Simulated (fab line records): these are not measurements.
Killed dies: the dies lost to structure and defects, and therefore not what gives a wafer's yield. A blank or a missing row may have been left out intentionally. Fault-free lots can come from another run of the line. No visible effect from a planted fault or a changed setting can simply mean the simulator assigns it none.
Chamber matching ; flow n5Finfet ; N5_BEOL_M0_SAQP_ETCH_101 on rieDiel-01: 4 sister chambers
The step etches SiNx in CH3F/O2, target depth 29.9 nm, time 42.7 s. 14 wafers are shown with their chamber, then 7 later ones without.

## WAFERS PAIRED WITH THEIR CHAMBERS
wafer;chamber;drypumpMotorCurrentA (A);showerheadPlenumPTorr (Torr);rfVppV (V)
L719.2;0;5.0;2.08;310
L719.4;1;5.2;2.07;300
L719.5;1;5.2;2.07;302
L722.2;2;5.5;2.01;307
L722.3;1;5.2;2.07;300
L722.4;3;4.7;1.98;300
L736.3;1;5.2;2.06;300
L736.4;2;5.6;2.00;306
L736.5;0;5.0;2.07;308
L731.3;3;4.7;1.97;298
L731.5;1;5.2;2.06;300
L731.6;0;5.0;2.07;309
L732.1;1;5.2;2.06;301
L732.3;3;4.7;1.97;299

SIGNATURES (means of the wafers above)
reading;chamber 0;chamber 1;chamber 2;chamber 3;scatter within a chamber
drypumpMotorCurrentA;5.000;5.200;5.550;4.700;0.0224
showerheadPlenumPTorr;2.0733;2.0650;2.0050;1.9733;0.00577
rfVppV;309.00;300.50;306.50;299.00;0.894
Rule: a wafer's distance from a chamber is the root of the sum, over the readings, of the square of ((its reading less the chamber's mean) divided by the reading's scatter). The wafer belongs to the nearest chamber; if the next one is less than 2 further off, it can't be placed. The scatter is the square root of a quotient: the sum, over the shown wafers, of each reading's squared deviation from its chamber's mean, divided by wafers minus chambers.

## WAFERS WITHOUT THEIR CHAMBER
wafer;drypumpMotorCurrentA (A);showerheadPlenumPTorr (Torr);rfVppV (V)
L732.6;5.2;2.06;300
L735.2;4.7;1.97;298
L735.3;5.2;2.06;301
L735.6;5.2;2.06;300
L739.1;5.1;2.06;310
L739.3;4.8;1.96;299
L739.6;5.6;1.99;308

## THE CHAMBER EACH PASSED THROUGH
wafer;from the rows above;in truth
L732.6;1;1
L735.2;3;3
L735.3;1;1
L735.6;1;1
L739.1;0;0
L739.3;3;3
L739.6;2;2
Correct placement for 7 of the 7. From these rows, 0 cannot be placed. 0 placed wrongly.
